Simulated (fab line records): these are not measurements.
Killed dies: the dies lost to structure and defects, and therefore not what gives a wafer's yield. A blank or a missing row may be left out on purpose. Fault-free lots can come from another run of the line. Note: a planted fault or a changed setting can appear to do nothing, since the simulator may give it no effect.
One fault seen from 2 desks    flow nand harc    each desk holds nothing but its own numbers, with what lay behind them at the end

== TOOL OWNER'S DESK, ald metal-02 ==
The tool's own readings at NHARC_A_WL_FILL_ALD_19 (deposits TiN, target thk 2 nm, pulse time 3 s, ald cycles 100): means of the sampled wafers that have a number, for each lot that ran on this tool. A lot is out of limits, marked OUT, if its mean lies more than 4 standard deviations from the usual mean; the brackets give that distance.
Columns: A = heater power w at NHARC_A_WL_FILL_ALD_19, usual 1043 W; B = precursor pulse height rel at NHARC_A_WL_FILL_ALD_19, usual 1.001
lot   first seen here  A     B
L880  day 15 23:43     1015  1.000
L885  day 17 17:56     1070  1.004
L886  day 18 05:37     991   0.990
L891  day 18 16:20     1018  1.018
L888  day 19 07:49     1006  0.996
L893  day 19 22:22     1027  0.992
Result from this desk: across the 6 lots, nothing is out of limits.

== THE DEFECT DESK ==
What the inspections along the route counted, lot by lot: means of the sampled wafers that have a number. A lot is out of limits, marked OUT, if its mean lies more than 4 standard deviations from the usual mean; the brackets give that distance.
Columns: A = raw defect count at NHARC_A_WL_FILL_INSPECT_15, usual 386
lot   first seen here  A
L880  day 16 05:25     330
L881  day 16 11:25     335
L877  day 16 15:41     571
L879  day 16 19:25     341
L885  day 17 23:35     255
L884  day 18 04:57     410
L886  day 18 11:19     329
L891  day 18 22:12     305
L888  day 19 13:30     316
L893  day 20 06:44     470
L894  day 20 07:08     401
L896  day 20 18:17     466
L897  day 21 14:03     311
L898  day 21 18:24     284
Result from this desk: across the 14 lots, nothing is out of limits.

== PUT TOGETHER ==
The tool owner's desk saw nothing out of limits.
The defect desk saw nothing out of limits.

== WHAT THE SIMULATOR HAD INSERTED ==
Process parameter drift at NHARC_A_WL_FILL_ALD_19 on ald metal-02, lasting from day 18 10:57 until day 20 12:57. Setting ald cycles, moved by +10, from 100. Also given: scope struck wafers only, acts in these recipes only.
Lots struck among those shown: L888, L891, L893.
